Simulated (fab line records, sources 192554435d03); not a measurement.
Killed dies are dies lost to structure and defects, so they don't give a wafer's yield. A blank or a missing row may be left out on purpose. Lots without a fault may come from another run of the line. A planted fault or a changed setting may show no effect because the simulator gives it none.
One fault seen from 2 desks | flow n5_finfet | each desk has only its own numbers; what lay behind them comes last

THE TOOL OWNER'S DESK: pvd_sputter-02
The tool's own readings at N5_BEOL_M13_SPUTTER_45 (material Cu, target thk 80 nm, time 13.33 s): means of the sampled wafers that have a number, for each lot that ran on this tool. A lot is out of limits, marked OUT, if its mean lies more than 4 standard deviations from the usual mean; the brackets give that distance.
Columns: A = bias_v at N5_BEOL_M13_SPUTTER_45, usual 60.0 V; B = cathode_dc_power_W at N5_BEOL_M13_SPUTTER_45, usual 26000 W; C = chuck_sensor_temp_C at N5_BEOL_M13_SPUTTER_45, usual -16.0 C; D = throttle_valve_pct at N5_BEOL_M13_SPUTTER_45, usual 29.8 %
lot  | first seen here | A    | B     | C     | D
L744 | day 15 17:01    | 60.1 | 25996 | -16.0 | 29.8
L745 | day 15 23:23    | 59.4 | 25999 | -16.0 | 29.5
L746 | day 16 00:12    | 60.0 | 26003 | -15.9 | 30.1
This desk's finding: nothing out of limits on any of the 3 lots.

THE METROLOGY DESK
What the gauges read, lot by lot, whatever tool the lot ran on: means of the sampled wafers that have a number. A lot is out of limits, marked OUT, if its mean lies more than 4 standard deviations from the usual mean; the brackets give that distance. Of its 13 readings 7 are shown: the one that was out of limits first, and those that lie furthest out on some lot.
Columns: A = DIBL_N at N5_BEOL_M4_RC_MEAS_101, usual 36.6 mV/V; B = ION_N at N5_BEOL_M4_RC_MEAS_101, usual 671 uA/um; C = ION_P at N5_BEOL_M4_RC_MEAS_101, usual 460 uA/um; D = VT_P at N5_BEOL_M4_RC_MEAS_101, usual -250 mV; E = cd_nm at N5_BEOL_M13_CD_MEAS_17, usual 189.6 nm; F = M13_THK at N5_BEOL_M13_THK_MEAS_50, usual 426 nm; G = M13_RS at N5_BEOL_M13_RS_MEAS_54, usual 0.0448 ohm/sq
lot  | first seen here | A    | B   | C   | D    | E     | F   | G
L732 | day 9 20:33     | 39.1 | 669 | 462 | -247 | 188.6 | -   | 56.5230 (+99 or more) OUT
L734 | day 10 02:48    | 34.1 | 669 | 462 | -251 | 187.1 | -   | 56.1200 (+99 or more) OUT
L736 | day 11 02:38    | 36.1 | 659 | 450 | -254 | 190.9 | 411 | 0.0462
L742 | day 12 08:22    | 33.3 | 676 | 467 | -249 | 188.2 | 420 | 0.0449
L743 | day 12 11:01    | 35.4 | 674 | 460 | -252 | 191.6 | 412 | 0.0461
L744 | day 12 15:39    | 36.5 | 653 | 449 | -254 | 192.8 | 418 | 0.0450
L745 | day 12 19:21    | 36.6 | 674 | 457 | -253 | 190.3 | 429 | 0.0448
L746 | day 13 02:57    | 35.2 | 664 | 464 | -247 | 190.3 | 417 | 0.0456
L747 | day 13 11:47    | 35.6 | 668 | 458 | -255 | 189.5 | 430 | 0.0442
This desk's finding: out of limits on L732, L734; first on L734, day 12 20:46 (M13_RS at N5_BEOL_M13_RS_MEAS_54). In limits: L736, L742, L743, L744, L745, L746, L747.

PUT TOGETHER
The metrology desk could have raised an alarm at day 12 20:46, on L732, L734.
The tool owner's desk saw nothing out of limits.
The tool owner's desk has no number on record for L732, L734.
Of the lots named, all ran N5_BEOL_M13_SPUTTER_45 on pvd_sputter-02.

WHAT THE SIMULATOR HAD PUT IN
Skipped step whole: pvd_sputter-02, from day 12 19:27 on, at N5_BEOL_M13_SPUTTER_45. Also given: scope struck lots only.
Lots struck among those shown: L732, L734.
Hours from the fault's start to each desk's first reading out of limits: the metrology desk, 1.
